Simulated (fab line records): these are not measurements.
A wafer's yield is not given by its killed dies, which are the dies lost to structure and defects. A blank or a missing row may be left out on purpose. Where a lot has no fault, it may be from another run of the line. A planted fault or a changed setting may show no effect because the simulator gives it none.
fab line records	flow n5_finfet
record lots=3	wafers=9	last_day=17
route steps=1938 shown HKMG_FIN@409 BEOL_M4@1111 PASSIVATION@1936
lots untouched by any fault: they come from a run of this same line in which no faults occurred
start_h: hours from the record's opening day to when the first of the lot's shown wafers began	wait_h: hours elapsed since this lot's preceding step	" the same as in the row above	L1.1+2: a single row standing in for several wafers	- no value present, or no start provided	* or withheld: withheld	< > ~ a bound
route shown NAME@n: NAME is a module with steps in the file, n the number in the route of the first one	usual: mean/standard deviation of fault-free wafers	same: alike in all rows	chamber/n: place in a boat	sites: each site's reading	_std_site: their standard deviation	_edge_site: the outer-site mean with the inner-site mean subtracted	radius_mm: for every site, how far away it sits from the centre of the wafer	mask NAME#n: copy n	behind: the most recent tool/chamber to have shaped the wafer	hold: reason for holding the lot/hours on hold/outcome of the hold	device: the n, p or np transistor that did not switch	end of line: the same wafers' tests at the end of the route	a step given without rows: its recipe and nothing more	killed: not the wafer's yield, but the dies lost to structure and defects at the first sort	map: per-die view of a wafer (x killed, . not killed, _ where there is no die)
set.NAME: the setting the step ran with; set.NAME@STEP: the setting that earlier step ran with	model.NAME: the simulator's own value behind a step, which no gauge read
certain route steps with their lots: each step a table, each wafer a row
services: from which hour (start_h, from the record's first day; less than 0 if before it) a tool's chamber was out of use, for how many hours, and why
## steps
# step N5_HKMG_FIN_STRIP_60
# recipe chemistry=N2/H2	power_w=2500	temp_c=300	h2_frac=0.65	time_s=360	pressure_mtorr=withheld	n2_flow_sccm=1750	h2_flow_sccm=3250
# step N5_HKMG_FIN_WET_ETCH_77
# recipe chemistry=dHCl	mix=1:10000	temp_c=25	target=La2O3	stop_on=HfO2	target_depth_nm=2
# step N5_HKMG_FIN_WET_ETCH_78
# recipe chemistry=dNH4OH	mix=1:50	temp_c=25	target=Al2O3	stop_on=La2O3	target_depth_nm=4.5	dry=ipa_marangoni	rinse_time_s=30	rinse_temp_c=23
# step N5_HKMG_FIN_ALD_79
# recipe material=TiN	target_thk_a=15	temp_c=400	ald_precursor_family=TiCl4	ald_co_reactant=NH3	pulse_time_s=1	purge_time_s=3	co_reactant_purge_time_s=2	co_reactant_pulse_time_s=2	ald_cycles=68	pressure_torr=3
# step N5_HKMG_FIN_CVD_62
# recipe material=a-Si	target_thk_a=30	temp_c=500	precursor=Si2H6	pressure_torr=1	time_s=20.8
# step N5_HKMG_FIN_RTA_80
# recipe temp_c=withheld	time_s=2	ambient=N2	idle_temp_c=600	ramp_up_c_per_s=150	ramp_down_c_per_s=60	cool_to_c=600
# step N5_HKMG_FIN_PRECLEAN_64
# recipe chemistry=dHF	time_s=30	temp_c=25	dilution=withheld
# step N5_HKMG_FIN_WET_ETCH_65
# recipe chemistry=TMAH	temp_c=70	conc_wt_pct=5	target=a-Si	stop_on=TiN	time_s=49	target_depth_nm=3
# step N5_HKMG_FIN_WET_ETCH_81
# recipe chemistry=SC1	target=TiN	stop_on=HfO2	mix=1:1:5	temp_c=60	time_s=57	target_depth_nm=6
# step N5_HKMG_FIN_WET_ETCH_82
# recipe chemistry=dHCl	mix=1:10000	temp_c=25	target=La2O3	stop_on=HfO2	target_depth_nm=2	dry=ipa_marangoni	rinse_time_s=30	rinse_temp_c=23
# step N5_HKMG_FIN_ALD_36
# recipe material=TiN	target_thk_a=10	temp_c=400	ald_precursor_family=TiCl4	ald_co_reactant=NH3	pulse_time_s=1	purge_time_s=3	co_reactant_purge_time_s=2	co_reactant_pulse_time_s=2	ald_cycles=47	pressure_torr=3
# step N5_HKMG_FIN_PWFM_ALD_03
# recipe material=TiN	target_thk_a=20	temp_c=400	ald_precursor_family=TiCl4	ald_co_reactant=NH3	pulse_time_s=1	purge_time_s=3	co_reactant_purge_time_s=2	co_reactant_pulse_time_s=2	ald_cycles=91	pressure_torr=3
# usual ald_cycles=91/0	heater_power_outer_w=516/50	heater_power_w=870/68	precursor_pulse_height_rel=0.999/0.022
# same co_reactant_purge_time_s=2
lot.wafer	tool	chamber	start_h	wait_h	ald_cycles	heater_power_outer_w	heater_power_w	precursor_pulse_height_rel	model.TiN_of_HKMG_FIN_PWFM_ALD_03.thk_nm
L256.1	ald_metal-03	2	123.97	0.0	91	508	857	0.966	2
L256.5	"	1	"	"	91	474	826	1.027	2
L256.6	"	2	"	"	91	510	866	0.992	2
L270.1	ald_metal-03	3	201.79	0.0	91	579	978	1.027	2
L270.3	"	2	"	"	54	499	877	1.005	1.2
L270.5	"	1	"	"	54	473	826	0.971	1.2
L272.1	ald_metal-01	3	217.45	0.0	91	552	893	1.012	2
L272.4	"	1	"	"	91	514	882	1.027	2
L272.6	"	1	"	"	91	519	902	0.983	2
# step N5_HKMG_FIN_COAT_29
# recipe resist=SOC	temp_c=250	time_s=60	spin_rpm=1500	resist_thk_nm=300
# step N5_HKMG_FIN_COAT_30
# recipe resist=SiARC	temp_c=220	time_s=60	spin_rpm=1500	resist_thk_nm=35
# step N5_HKMG_FIN_COAT_06
# recipe resist=CAR-ArF	spin_rpm=1500	resist_thk_nm=90
# step N5_HKMG_FIN_EBR_08
# recipe solvent=PGMEA	ebr_width_mm=1.5
# step N5_HKMG_FIN_SOFTBAKE_07
# recipe temp_c=110	time_s=60	resist=CAR-ArF
# step N5_HKMG_FIN_EXPOSE_09
# recipe mask_id=NWFM	na=1.35	source_shape=conventional	sigma_outer=0.8	polarization=unpolarized	dose_mj=39.25
# step N5_HKMG_FIN_PEB_10
# recipe peb_temp_c=withheld	peb_time_s=60	resist=CAR-ArF
# step N5_HKMG_FIN_DEVELOP_11
# recipe develop_time_s=30	developer=TMAH	resist=CAR-ArF	dev_temp_c=23	rinse_liquid=diw	dry=air_spin
# step N5_HKMG_FIN_DESCUM_17
# recipe chemistry=O2	time_s=7.9	source_power_w=50	bias_power_w=20	pressure_mtorr=20	rf_frequency_hz=2.712e+07	temp_c=40	resist=CAR-ArF	o2_flow_sccm=225
# step N5_HKMG_FIN_ETCH_31
# recipe chemistry=CF4	target=SiARC	target_depth_a=455	mask_material=CAR-ArF	time_s=75.8	ion_energy_ev=80	pressure_mtorr=40	source_w=545	bias_w=36	Ar_flow_sccm=100	cf4_flow_sccm=100	ends=cleared
# step N5_HKMG_FIN_ETCH_32
# recipe chemistry=N2/H2	target=SOC	target_depth_a=2400	temp_c=40	time_s=300	ion_energy_ev=200	mask_material=SiARC	pressure_mtorr=30	source_w=840	bias_w=150	n2_flow_sccm=200	h2_flow_sccm=200
# step N5_HKMG_FIN_STRIP_33
# recipe chemistry=N2/H2	temp_c=40	n2_flow_sccm=200	h2_flow_sccm=200	rf_frequency_hz=6e+07
# step N5_HKMG_FIN_STRIP_34
# recipe chemistry=CF4	resist=SiARC	power_w=300	bias_power_w=75	pressure_mtorr=50	cf4_flow_sccm=150	rf_frequency_hz=6e+07
# step N5_HKMG_FIN_ETCH_35
# recipe chemistry=N2/H2	target=SOC	target_depth_a=2158	ion_energy_ev=65	bias_w=5	source_w=3000	time_s=243.4	pressure_mtorr=30	n2_flow_sccm=200	h2_flow_sccm=200
# step N5_HKMG_FIN_STRIP_92
# recipe chemistry=N2/H2	material=SOC	time_s=20	power_w=500	temp_c=40	pressure_mtorr=50	rf_frequency_hz=6e+07	bias_power_w=8	h2_frac=0.5	n2_flow_sccm=300	h2_flow_sccm=300
# step N5_HKMG_FIN_WET_ETCH_18
# recipe chemistry=SC1	target=TiN	mix=1:1:5	temp_c=*	time_s=55	target_depth_nm=5.2	dry=ipa_marangoni	rinse_time_s=30	rinse_temp_c=23
# step N5_HKMG_FIN_STRIP_19
# recipe chemistry=N2/H2	power_w=2500	temp_c=300	h2_frac=0.65	time_s=360	pressure_mtorr=withheld	n2_flow_sccm=1750	h2_flow_sccm=3250
# step N5_HKMG_FIN_ALD_91
# recipe material=TiN	target_thk_a=10	temp_c=400	ald_precursor_family=TiCl4	ald_co_reactant=NH3	pulse_time_s=1	purge_time_s=3	co_reactant_purge_time_s=2	co_reactant_pulse_time_s=2	ald_cycles=47	pressure_torr=3
# step N5_HKMG_FIN_COAT_85
# recipe resist=SOC	temp_c=250	time_s=60	spin_rpm=1500	resist_thk_nm=300
# step N5_HKMG_FIN_ETCH_86
# recipe chemistry=N2/H2	target=SOC	target_depth_a=3932	stop_on=TiN	ion_energy_ev=100	bias_w=61	pressure_mtorr=30	source_w=850	n2_flow_sccm=200	h2_flow_sccm=200
# step N5_HKMG_FIN_STRIP_89
# recipe chemistry=N2/H2	material=SOC	time_s=20	power_w=500	temp_c=40	pressure_mtorr=50	rf_frequency_hz=6e+07	bias_power_w=8	h2_frac=0.5	n2_flow_sccm=300	h2_flow_sccm=300
# step N5_HKMG_FIN_WET_ETCH_87
# recipe chemistry=SC1	target=TiN	mix=1:2:40	temp_c=50	time_s=154.2	target_depth_nm=4.7	dry=ipa_marangoni	rinse_time_s=30	rinse_temp_c=23
# step N5_HKMG_FIN_STRIP_88
# recipe chemistry=N2/H2	power_w=2500	temp_c=300	h2_frac=0.65	time_s=360	pressure_mtorr=withheld	n2_flow_sccm=1750	h2_flow_sccm=3250
# step N5_HKMG_FIN_NWFM_ALD_20
# recipe material=TiAlC	target_thk_a=20	temp_c=300	ald_precursor_family=TiCl4	ald_co_reactant=TEA	pulse_time_s=3	purge_time_s=2	co_reactant_purge_time_s=2	co_reactant_pulse_time_s=10	ald_cycles=7	pressure_torr=3
# step N5_HKMG_FIN_ALD_71
# recipe material=TiN	target_thk_a=10	temp_c=400	ald_precursor_family=TiCl4	ald_co_reactant=NH3	pulse_time_s=1	purge_time_s=3	co_reactant_purge_time_s=2	co_reactant_pulse_time_s=2	ald_cycles=47	pressure_torr=3
# step N5_HKMG_FIN_COAT_66
# recipe resist=SOC	temp_c=250	time_s=60	spin_rpm=1500	resist_thk_nm=300
# step N5_BEOL_M4_RC_MEAS_101
# usual DIBL_N=36.3/1.2	DIBL_P=36.1/1.6	IOFF_N=0.161/0.023	IOFF_P=0.209/0.027	IOFF_P_85C=3.6/0.4	IOFF_P_LIN=0.100/0.01	IOFF_P_LONG=0.000107/9e-06	ION_N=676/8.9	ION_P=462/5.3	SS_N=71.5/0.51	SS_P=73.2/0.5	VT_N=249.1/2.5	VT_P=-249.9/2.8	VT_P_LONG=-275.2/2.9	VT_P_LVT=-99.0/2.4
lot.wafer	tool	chamber	start_h	wait_h	DIBL_N[mV/V]	DIBL_P[mV/V]	IOFF_N[nA/um]	IOFF_P[nA/um]	IOFF_P_85C[nA/um]	IOFF_P_LIN[nA/um]	IOFF_P_LONG[nA/um]	ION_N[uA/um]	ION_P[uA/um]	SS_N[mV/dec]	SS_P[mV/dec]	VT_N[mV]	VT_P[mV]	VT_P_LONG[mV]	VT_P_LVT[mV]
L256.1	prober-01	0	211.73	0.0	34.9	35.9	0.141	0.178	3.2	0.088	9.5e-05	677	457	71.6	73.8	249.3	-254.8	-278.2	-102.0
L256.5	"	0	"	"	34.5	35.5	0.138	0.172	3.1	0.085	9.7e-05	679	455	70.4	72.8	250.1	-253.9	-280.8	-102.8
L256.6	"	0	"	"	35.1	36.0	0.145	0.176	3.2	0.089	9.7e-05	686	466	71.4	72.9	249.1	-252.3	-278.3	-102.0
L270.1	prober-02	0	284.60	0.0	36.9	38.7	0.155	0.237	4.2	0.111	0.000113	667	460	71.6	73.7	252.0	-247.5	-274.7	-99.1
L270.3	"	0	"	"	37.1	38.2	0.152	0.064	1.4	0.031	6e-05	669	403	71.5	73.6	252.4	-282.2	-307.0	-134.4
L270.5	"	0	"	"	38.2	40.2	0.180	0.078	1.6	0.035	6e-05	676	412	71.6	74.1	248.3	-280.3	-304.6	-131.3
L272.1	prober-01	0	310.21	0.0	34.6	33.6	0.125	0.169	3.1	0.088	0.000105	669	460	71.2	73.0	252.8	-252.1	-274.3	-102.1
L272.4	"	0	"	"	35.6	34.4	0.136	0.179	3.3	0.092	0.000106	672	460	71.8	73.0	252.2	-250.3	-274.9	-102.1
L272.6	"	0	"	"	36.8	36.1	0.154	0.201	3.6	0.098	0.000106	677	459	71.5	73.3	249.4	-251.0	-275.4	-101.4
# step N5_PASSIVATION_PROBE_49
# usual defect_limited_yield=91.3/1.5	killed_at_M0_to_M3=35/10	killed_at_M4_up=13/5.3	killed_at_contacts=12/5.7	killed_at_front_end=39/11	killed_at_other=3.3/2.7	killed_dies=102/18	killed_open=67/13	killed_short=34/7.8	sort_bin_5_function=5.1/1	sort_bin_6_memory=3.3/0.68	sort_bin_8_speed=0/0	sort_n_pass=1078/18	sort_yield_pct=91.3/1.5
# same gross_dies=1180	killed_at_back_side=0	sort_bin_4_leakage[%]=0
lot.wafer	tool	chamber	start_h	wait_h	defect_limited_yield[%]	killed_at_M0_to_M3	killed_at_M4_up	killed_at_contacts	killed_at_front_end	killed_at_other	killed_dies	killed_open	killed_short	sort_bin_5_function[%]	sort_bin_6_memory[%]	sort_bin_8_speed[%]	sort_n_pass	sort_yield_pct[%]
L256.1	prober-01	-	308.96	0.0	88.7	32	28	28	42	3	133	93	39	6.3	4.7	0	1047	88.7
L256.5	prober-01	-	309.16	0.2	91.7	23	23	23	26	3	98	60	36	4.8	3.2	0	1082	91.7
L256.6	prober-01	-	309.21	0.3	90.3	32	21	11	43	8	115	73	37	6.5	2.8	0	1065	90.3
L270.1	prober-01	-	389.12	0.0	92.3	23	5	10	53	0	91	56	35	4.3	3.1	0	1089	92.3
L270.3	prober-01	-	389.22	0.1	91.7	14	12	15	57	0	98	65	28	4.2	3.6	91.69	0	0
L270.5	prober-01	-	389.32	0.2	91.1	22	24	13	44	2	105	72	32	4.5	4.0	88.81	27	2.3
L272.1	prober-02	-	408.19	0.0	92.4	32	10	9	32	7	90	55	33	4.7	2.8	0	1090	92.4
L272.4	prober-02	-	408.34	0.2	90.7	42	14	14	35	5	110	76	32	5.9	3.3	0	1070	90.7
L272.6	prober-02	-	408.44	0.3	91.2	29	18	14	34	9	104	76	28	4.4	4.0	0	1076	91.2
# killed by level:class
L256.1 MOL_CONTACT_COAG:geometric_particle:open=23 BEOL_M4:geometric_particle:open=12 FIN_SAQP:geometric_particle:open=11 BEOL_M0_SAQP:geometric_particle:short=9 STI_FIN_REVEAL:geometric_particle:open=7 BEOL_M0_SAQP:geometric_particle:open=7 GATE_CUT:geometric_particle:short=5 BEOL_M4:geometric_particle:short=5
L256.5 MOL_CONTACT_COAG:geometric_particle:open=15 MOL_CONTACT_COAG:geometric_particle:short=8 BEOL_M4:geometric_particle:short=8 BEOL_M0_SAQP:geometric_particle:open=7 FIN_SAQP:geometric_particle:open=5 DUMMY_GATE:geometric_particle:open=5 BEOL_M0_SAQP:geometric_particle:short=5 BEOL_M4:geometric_particle:open=5
L256.6 BEOL_M4:geometric_particle:open=10 BEOL_M2:geometric_particle:open=10 MOL_CONTACT_COAG:geometric_particle:open=9 BEOL_M0_SAQP:geometric_particle:short=9 DUMMY_GATE:geometric_particle:open=8 GATE_CUT:geometric_particle:short=8 FIN_SAQP:geometric_particle:open=6 BEOL_M1:geometric_particle:open=6
L270.1 FIN_SAQP:geometric_particle:open=13 STI_FIN_REVEAL:geometric_particle:open=13 MOL_CONTACT_COAG:geometric_particle:open=7 FIN_SAQP:geometric_particle:short=6 GATE_CUT:geometric_particle:short=6 BEOL_M0_SAQP:geometric_particle:short=6 BEOL_M0_SAQP:geometric_particle:open=5 BEOL_M1:geometric_particle:open=5
L270.3 FIN_SAQP:geometric_particle:open=22 FIN_SAQP:geometric_particle:short=16 MOL_CONTACT_COAG:geometric_particle:open=14 BEOL_M1:geometric_particle:open=5 STI_FIN_REVEAL:geometric_particle:open=4 BEOL_M1:geometric_particle:short=4 STI_FIN_REVEAL:geometric_particle:short=3 GATE_CUT:geometric_particle:open=3
L270.5 FIN_SAQP:geometric_particle:open=13 MOL_CONTACT_COAG:geometric_particle:open=9 STI_FIN_REVEAL:geometric_particle:open=7 BEOL_M4:geometric_particle:open=7 BEOL_M0_SAQP:geometric_particle:open=6 DUMMY_GATE:geometric_particle:open=5 BEOL_M1:geometric_particle:open=5 BEOL_M5:geometric_particle:open=5
L272.1 MOL_CONTACT_COAG:geometric_particle:open=8 BEOL_M0_SAQP:geometric_particle:short=8 FIN_SAQP:geometric_particle:short=7 FIN_SAQP:geometric_particle:open=7 BEOL_M1:geometric_particle:open=5 BEOL_M0_SAQP:geometric_particle:open=5 STARTING-WAFER:geometric_particle:open=5 BEOL_M3:geometric_particle:open=4
L272.4 BEOL_M2:geometric_particle:open=10 BEOL_M3:geometric_particle:open=10 MOL_CONTACT_COAG:geometric_particle:open=9 BEOL_M0_SAQP:geometric_particle:short=8 BEOL_M4:geometric_particle:open=8 FIN_SAQP:geometric_particle:open=7 DUMMY_GATE:geometric_particle:open=5 GATE_CUT:geometric_particle:open=5
L272.6 MOL_CONTACT_COAG:geometric_particle:open=12 STI_FIN_REVEAL:geometric_particle:open=9 BEOL_M1:geometric_particle:open=9 BEOL_M4:geometric_particle:open=9 FIN_SAQP:geometric_particle:short=5 BEOL_M0_SAQP:geometric_particle:open=5 BEOL_M2:geometric_particle:open=5 PAD_METAL:geometric_particle:open=5
# map L270.5 (x killed, . not)
_________________............________________
______________...x......xx.....x_____________
___________.x..x..x..............x.__________
__________.........................._________
________........x...x.x..x.......x...._______
_______....x.......x........xx.x.......______
______.............................x...._____
_____...........x...........x.....x......____
____.................x..x.x......x.......x___
___..x......x...x......xx............x.....__
___.....x............................x.x.x.__
__...x...................x..............x.x._
__......x..............x.....xx.....x..x...._
_..............................x....x........
_....................x..........x.......x.x..
_.................................x..x......x
_...................xx.......................
_........................x..................x
_....................x.......................
_.x..........................x...............
_...x.........xx.....x..................x....
__.......................x..........x......._
__....x...............x....x...........x...._
___...x.......x...........x................__
___.............x..........x...........x...__
____...x..............x..x................___
_____...x.x.............x.......x........____
______..xx.....x...x.....x......x....x.._____
_______..........................x..x..______
________....x......x.................._______
__________..x.....x..........x......_________
___________.x.x...x................__________
______________................x._____________
_________________............________________
# map L256.1 (x killed, . not)
_________________xx..........________________
______________x....xx..........._____________
___________.....x.x.......x........__________
__________.....................x...._________
________.............x.......x........_______
_______.......xx......xx....x.....x....______
______..xx.x.x....................x..x.._____
_____...........x.........x.x............____
____...........x......................x.xx___
___x...x..........x........................__
___...........x.......x..........x.........__
__..........x....................x.........._
__.............x....x....x.................x_
_.......x.x.x..x........................x....
_..............x...................xx.......x
_..x.....x.....................x....x........
_.....x...........x...x.................x.x..
_.x.........x......xx.....x.....x.x..........
_..............x......x.x..x............x....
_.......x......x..x................x.....xx.x
_...x....x...............x...........x...xxx.
__..xx.x.....x.............................._
__...........x............x..........x..x..._
___.....x.................x...x............__
___...........................x....x...x...__
____............x...................x...x.___
_____...x.........x...x.x.x..............____
______x...........x.x.....x............._____
_______.............................xx.______
________........x...x.....x..........._______
__________....x.......xx.xx.x.x....._________
___________.....x..x..........x.x..__________
______________..x...x...x.....x._____________
_________________x...........________________
## services
tool	chamber	start_h	hours	kind
ald_metal-01	-	112.91	0.6	repair
ald_metal-03	-	131.62	0.8	repair
ald_metal-03	-	159.25	6.0	pm
ald_metal-01	-	173.87	2.8	pm
ald_metal-03	1	179.37	12.1	repair
ald_metal-01	2	195.64	10.1	repair
## key
first_sign step=N5_HKMG_FIN_PWFM_ALD_03	reading=ald_cycles	direction=down	sigmas=99+	usual=*	struck=*
effect step=N5_BEOL_M4_RC_MEAS_101	reading=VT_P_LVT	direction=down	sigmas=14	usual=-99.0	struck=-132.8
effect step=N5_BEOL_M4_RC_MEAS_101	reading=VT_P	direction=down	sigmas=11	usual=-249.9	struck=-281.3
effect step=N5_BEOL_M4_RC_MEAS_101	reading=VT_P_LONG	direction=down	sigmas=11	usual=-275.2	struck=-305.8
effect step=N5_BEOL_M4_RC_MEAS_101	reading=ION_P	direction=down	sigmas=10	usual=462	struck=408
effect step=N5_BEOL_M4_RC_MEAS_101	reading=IOFF_P_LIN	direction=down	sigmas=6.5	usual=0.100	struck=0.033
effect step=N5_BEOL_M4_RC_MEAS_101	reading=IOFF_P_85C	direction=down	sigmas=5.3	usual=3.6	struck=1.5
effect step=N5_BEOL_M4_RC_MEAS_101	reading=IOFF_P_LONG	direction=down	sigmas=5.2	usual=0.000107	struck=6e-05
effect step=N5_BEOL_M4_RC_MEAS_101	reading=IOFF_P	direction=down	sigmas=5.1	usual=0.209	struck=0.071
effect step=N5_PASSIVATION_PROBE_49	reading=sort_bin_8_speed	direction=up	sigmas=99+	usual=0	struck=90.25
model_effect step=N5_HKMG_FIN_PWFM_ALD_03	value=TiN_of_HKMG_FIN_PWFM_ALD_03.thk_nm	without=2	struck=1.2
met_at N5_HKMG_FIN_PWFM_ALD_03
struck_wafers L270.3,L270.5
onset_between 123.97 201.79
fault kind=process_parameter_drift	tool=ald_metal-03	chamber=-	onset_h=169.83	steps=N5_HKMG_FIN_PWFM_ALD_03	channel=ald_cycles	offset=*	shape=step	end_h=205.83	scope=struck_wafers_only	acts_in=*	stated=*
